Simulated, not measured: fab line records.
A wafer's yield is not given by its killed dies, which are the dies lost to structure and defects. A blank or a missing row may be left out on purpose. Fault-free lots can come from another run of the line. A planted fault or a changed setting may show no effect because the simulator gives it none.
Matching of chambers	flow n5Finfet	4 sister chambers for N5_BEOL_M9_ETCH_76 on rieDiel-04
The step etches underlayer in N2/H2, target depth 6.5 nm, time 5.2 s. 8 wafers are shown with their chamber, then 7 later ones without.

== WAFERS, EACH WITH ITS CHAMBER ==
wafer	chamber	drypumpMotorCurrentA (A)	showerheadPlenumPTorr (Torr)
L077.4	0	6.0	2.46
L083.3	1	5.5	2.58
L086.2	1	5.5	2.58
L089.1	0	6.0	2.44
L089.3	2	4.9	2.47
L089.6	3	4.9	2.51
L090.2	3	5.0	2.51
L090.3	2	4.9	2.47

== WAFERS WITHOUT THEIR CHAMBER ==
wafer	drypumpMotorCurrentA (A)	showerheadPlenumPTorr (Torr)
L090.6	4.9	2.47
L093.1	5.5	2.57
L093.3	6.0	2.44
L093.6	5.5	2.57
L095.1	6.0	2.44
L095.2	5.5	2.57
L095.5	4.8	2.47

== WHICH CHAMBER EACH ONE RAN IN ==
wafer	from the rows above	in truth
L090.6	2	2
L093.1	1	1
L093.3	0	0
L093.6	1	1
L095.1	0	0
L095.2	1	1
L095.5	2	2
Correct placement for 7 of the 7. Not placeable from these rows: 0. 0 placed wrongly.
How it was worked out, from the rows above alone: a wafer's distance from a chamber is the root of the sum, over the readings, of the square of ((its reading less the chamber's mean) divided by the reading's scatter). The wafer belongs to the nearest chamber; if the next one is less than 2 further off, it can't be placed. For every chamber, the mean is computed from those of its wafers that are shown. The scatter: the root of (the sum of the squares of (reading less its chamber's mean) over the shown wafers, divided by (wafers less chambers)).
